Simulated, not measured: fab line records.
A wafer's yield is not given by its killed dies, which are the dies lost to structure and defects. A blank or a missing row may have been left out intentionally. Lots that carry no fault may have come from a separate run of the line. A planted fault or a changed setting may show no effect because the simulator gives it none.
Which of the tools did it? :: flow nand harc :: 12 lots, 36 wafers sampled, at 5 steps of a route of 1159

## WHAT THE GAUGES SHOWED, per wafer
NHARC_P_M1_CD_MEAS_16. Usual: cd nm at 129.5 nm, with a standard deviation of 0.81.
lot: L870
measured: day 6 03:14
on: cd sem-01
cd nm (nm): 128.9 128.2 129.1
flag: 

lot: L871
measured: day 6 13:50
on: cd sem-02
cd nm (nm): 130.3 128.9 129.3
flag: 

lot: L873
measured: day 6 14:50
on: cd sem-03
cd nm (nm): 128.8 128.0 127.7
flag: 

lot: L878
measured: day 7 23:19
on: cd sem-01
cd nm (nm): 128.8 129.1 130.5
flag: 

lot: L879
measured: day 8 05:29
on: cd sem-02
cd nm (nm): 129.9 129.7 130.2
flag: 

lot: L884
measured: day 10 01:25
on: cd sem-03
cd nm (nm): 129.4 130.1 130.0
flag: 

lot: L885
measured: day 10 03:17
on: cd sem-02
cd nm (nm): 129.1 129.3 129.8
flag: 

lot: L889
measured: day 10 12:51
on: cd sem-03
cd nm (nm): 130.4 129.3 129.3
flag: 

lot: L890
measured: day 11 00:10
on: cd sem-03
cd nm (nm): 131.0 130.6 129.4
flag: 

lot: L891
measured: day 11 11:10
on: cd sem-01
cd nm (nm): 129.7 129.4 129.8
flag: 

lot: L892
measured: day 11 12:05
on: cd sem-01
cd nm (nm): 130.1 129.9 130.4
flag: 

lot: L893
measured: day 11 17:04
on: cd sem-03
cd nm (nm): 128.7 130.0 127.9
flag: 

NHARC_END_SORT_01. Usual: defect limited yield 95.6 %, standard deviation 1.6; killed at array 26, standard deviation 10; killed at other 0.5, standard deviation 0.87; killed at periphery 3.0, standard deviation 2.5; killed dies 29, standard deviation 11; killed open 3.3, standard deviation 1.9; killed short 1.8, standard deviation 1.5; sort_bin_2_pct 1.3 %, standard deviation 0.63; sort_bin_3_pct 0.25 %, standard deviation 0.22; sort_bin_4_pct 2.8 %, standard deviation 1.1; sort n pass 648, standard deviation 11; sort rim yield pct 96.5 %, standard deviation 2.6; sort yield pct 95.6 %, standard deviation 1.6.
lot: L871
measured: day 20 05:08
on: prober-01
defect limited yield (%): 96.6 93.9 96.6
killed at array: 22 40 20
killed at other: 1 1 0
killed at periphery: 0 0 3
killed dies: 23 41 23
killed open: 1 7 5
killed short: 1 3 1
sort_bin_2_pct (%): 1.2 0.9 0.7
sort_bin_3_pct (%): 0.15 0 0.15
sort_bin_4_pct (%): 2.1 5.2 2.5
sort n pass: 654 636 654
sort rim yield pct (%): 98.1 97.2 97.2
sort yield pct (%): 96.6 93.9 96.6
flag: 

lot: L878
measured: day 21 11:19
on: prober-02
defect limited yield (%): 96.3 96.0 96.9
killed at array: 23 27 19
killed at other: 0 0 0
killed at periphery: 2 0 2
killed dies: 25 27 21
killed open: 1 4 3
killed short: 6 2 1
sort_bin_2_pct (%): 0.6 1.6 1.0
sort_bin_3_pct (%): 0.30 0.15 0
sort_bin_4_pct (%): 2.8 2.2 2.1
sort n pass: 652 650 656
sort rim yield pct (%): 99.1 99.1 98.1
sort yield pct (%): 96.3 96.0 96.9
flag: 

lot: L879
measured: day 21 11:18
on: prober-01
defect limited yield (%): 96.3 95.9 95.0
killed at array: 22 21 29
killed at other: 0 5 0
killed at periphery: 3 2 5
killed dies: 25 28 34
killed open: 2 5 3
killed short: 2 2 3
sort_bin_2_pct (%): 1.0 1.5 1.9
sort_bin_3_pct (%): 0.15 0.44 0.15
sort_bin_4_pct (%): 2.5 2.2 3.0
sort n pass: 652 649 643
sort rim yield pct (%): 96.2 95.3 97.2
sort yield pct (%): 96.3 95.9 95.0
flag: 

lot: L893
measured: day 25 06:12
on: prober-01
defect limited yield (%): 92.0 94.5 93.1
killed at array: 52 36 44
killed at other: 0 0 0
killed at periphery: 2 1 3
killed dies: 54 37 47
killed open: 1 0 5
killed short: 1 1 3
sort_bin_2_pct (%): 1.8 1.3 2.4
sort_bin_3_pct (%): 0.44 0.89 0.59
sort_bin_4_pct (%): 5.8 3.2 4.0
sort n pass: 623 640 630
sort rim yield pct (%): 91.5 91.5 97.2
sort yield pct (%): 92.0 94.5 93.1
flag: 

## WHAT TOOL EACH LOT RAN ON (gives the tool, then ch and the chambers of the sampled wafers, and finally the start)
lot: L870
NHARC_P_M1_DEGAS_29: pvd sputter-02, day 6 03:58
NHARC_P_M1_PVD_20: pvd sputter-02, day 6 06:00 or earlier
NHARC_P_M2_SOFTBAKE_04: litho track-04 ch 0, day 6 06:00

lot: L871
NHARC_P_M1_DEGAS_29: pvd sputter-01, day 6 14:34
NHARC_P_M1_PVD_20: pvd sputter-01, day 6 17:00 or earlier
NHARC_P_M2_SOFTBAKE_04: litho track-06 ch 0, day 6 17:00

lot: L873
NHARC_P_M1_DEGAS_29: pvd sputter-01, day 6 15:34
NHARC_P_M1_PVD_20: pvd sputter-01, day 6 18:00 or earlier
NHARC_P_M2_SOFTBAKE_04: litho track-01 ch 0, day 6 18:00

lot: L878
NHARC_P_M1_DEGAS_29: pvd sputter-02, day 8 00:02
NHARC_P_M1_PVD_20: pvd sputter-02, day 8 02:00 or earlier
NHARC_P_M2_SOFTBAKE_04: litho track-01 ch 0, day 8 02:00

lot: L879
NHARC_P_M1_DEGAS_29: pvd sputter-01, day 8 06:13
NHARC_P_M1_PVD_20: pvd sputter-01, day 8 08:00 or earlier
NHARC_P_M2_SOFTBAKE_04: litho track-01 ch 0, day 8 08:00

lot: L884
NHARC_P_M1_DEGAS_29: pvd sputter-03, day 10 02:08
NHARC_P_M1_PVD_20: pvd sputter-03, day 10 04:00 or earlier
NHARC_P_M2_SOFTBAKE_04: litho track-06 ch 0, day 10 04:00

lot: L885
NHARC_P_M1_DEGAS_29: pvd sputter-03, day 10 04:04
NHARC_P_M1_PVD_20: pvd sputter-03, day 10 06:00 or earlier
NHARC_P_M2_SOFTBAKE_04: litho track-06 ch 0, day 10 06:00

lot: L889
NHARC_P_M1_DEGAS_29: pvd sputter-01, day 10 13:34
NHARC_P_M1_PVD_20: pvd sputter-01, day 10 16:00 or earlier
NHARC_P_M2_SOFTBAKE_04: litho track-06 ch 0, day 10 16:00

lot: L890
NHARC_P_M1_DEGAS_29: pvd sputter-03, day 11 00:53
NHARC_P_M1_PVD_20: pvd sputter-03, day 11 03:00 or earlier
NHARC_P_M2_SOFTBAKE_04: litho track-06 ch 0, day 11 03:00

lot: L891
NHARC_P_M1_DEGAS_29: pvd sputter-03, day 11 11:59
NHARC_P_M1_PVD_20: pvd sputter-03, day 11 14:00 or earlier
NHARC_P_M2_SOFTBAKE_04: litho track-01 ch 0, day 11 14:00

lot: L892
NHARC_P_M1_DEGAS_29: pvd sputter-01, day 11 12:48
NHARC_P_M1_PVD_20: pvd sputter-01, day 11 15:00 or earlier
NHARC_P_M2_SOFTBAKE_04: litho track-01 ch 0, day 11 15:00

lot: L893
NHARC_P_M1_DEGAS_29: pvd sputter-02, day 11 17:47
NHARC_P_M1_PVD_20: pvd sputter-02, day 11 20:00 or earlier
NHARC_P_M2_SOFTBAKE_04: litho track-04 ch 0, day 11 20:00
- NHARC_P_M1_DEGAS_29: time 60 s.
- NHARC_P_M1_PVD_20: deposits TaN, target thk 5 nm, time 8.06 s.
- NHARC_P_M2_SOFTBAKE_04: time 55 s.

## WHAT THE TOOLS THEMSELVES READ (means of the sampled wafers that have a number; where no wafer has one, the mark that the record gives instead)
NHARC_P_M1_DEGAS_29. Usual: heater power w at 340 W, with a standard deviation of 35.
lot: L870
tool: pvd sputter-02
heater power w (W): 337
flag: 

lot: L871
tool: pvd sputter-01
heater power w (W): 342
flag: 

lot: L873
tool: pvd sputter-01
heater power w (W): 318
flag: 

lot: L878
tool: pvd sputter-02
heater power w (W): 344
flag: 

lot: L879
tool: pvd sputter-01
heater power w (W): 308
flag: 

lot: L884
tool: pvd sputter-03
heater power w (W): 326
flag: 

lot: L885
tool: pvd sputter-03
heater power w (W): 344
flag: 

lot: L889
tool: pvd sputter-01
heater power w (W): 331
flag: 

lot: L890
tool: pvd sputter-03
heater power w (W): 341
flag: 

lot: L891
tool: pvd sputter-03
heater power w (W): 368
flag: 

lot: L892
tool: pvd sputter-01
heater power w (W): 292
flag: 

lot: L893
tool: pvd sputter-02
heater power w (W): 332
flag: 

NHARC_P_M1_PVD_20. Usual: throttle valve pct at 29.9 %, with a standard deviation of 1.4.
lot: L870
tool: pvd sputter-02
throttle valve pct (%): 29.7
flag: 

lot: L871
tool: pvd sputter-01
throttle valve pct (%): 28.1
flag: 

lot: L873
tool: pvd sputter-01
throttle valve pct (%): 30.1
flag: 

lot: L878
tool: pvd sputter-02
throttle valve pct (%): 30.3
flag: 

lot: L879
tool: pvd sputter-01
throttle valve pct (%): 30.6
flag: 

lot: L884
tool: pvd sputter-03
throttle valve pct (%): 30.8
flag: 

lot: L885
tool: pvd sputter-03
throttle valve pct (%): 29.9
flag: 

lot: L889
tool: pvd sputter-01
throttle valve pct (%): 29.4
flag: 

lot: L890
tool: pvd sputter-03
throttle valve pct (%): 29.9
flag: 

lot: L891
tool: pvd sputter-03
throttle valve pct (%): 30.6
flag: 

lot: L892
tool: pvd sputter-01
throttle valve pct (%): 28.6
flag: 

lot: L893
tool: pvd sputter-02
throttle valve pct (%): 30.1
flag: 

NHARC_P_M2_SOFTBAKE_04. Usual: heater power total W at 188.46 W, with a standard deviation of 0.13.
lot: L870
tool: litho track-04
heater power total W (W): 188.38
flag: 

lot: L871
tool: litho track-06
heater power total W (W): 188.40
flag: 

lot: L873
tool: litho track-01
heater power total W (W): 188.37
flag: 

lot: L878
tool: litho track-01
heater power total W (W): 323.22
flag: OFF

lot: L879
tool: litho track-01
heater power total W (W): 323.14
flag: OFF

lot: L884
tool: litho track-06
heater power total W (W): 188.54
flag: 

lot: L885
tool: litho track-06
heater power total W (W): 188.45
flag: 

lot: L889
tool: litho track-06
heater power total W (W): 188.49
flag: 

lot: L890
tool: litho track-06
heater power total W (W): 188.36
flag: 

lot: L891
tool: litho track-01
heater power total W (W): 188.51
flag: 

lot: L892
tool: litho track-01
heater power total W (W): 188.48
flag: 

lot: L893
tool: litho track-04
heater power total W (W): 188.46
flag: 

## THE ANSWER, worked out from the rows above alone
Rule: lot off if the mean of its wafers having a number is beyond 3 standard deviations from the usual mean. Also off: a lot with no number at a reading for which 4 or more lots have one. Where the step has rows for the other lots, those lots are counted as sound. The gauges are gone through in route order, then the tools' own readings, and for those a lot's mean is taken as printed above. The first step at which some lot is off is used, and at that step the reading that is off furthest; a lot without a number counts as furthest.
Off at NHARC_P_M2_SOFTBAKE_04 (heater power total W): L878, L879.
A tool fits if, at that step or a process step before it, it ran every lot that is off, and no sound lot after the first of them. NHARC_P_M1_PVD_20: start missing for some lots; hours and lot order therefore follow NHARC_P_M2_SOFTBAKE_04. None of those tried fits.

## WHAT THE SIMULATOR PUT IN
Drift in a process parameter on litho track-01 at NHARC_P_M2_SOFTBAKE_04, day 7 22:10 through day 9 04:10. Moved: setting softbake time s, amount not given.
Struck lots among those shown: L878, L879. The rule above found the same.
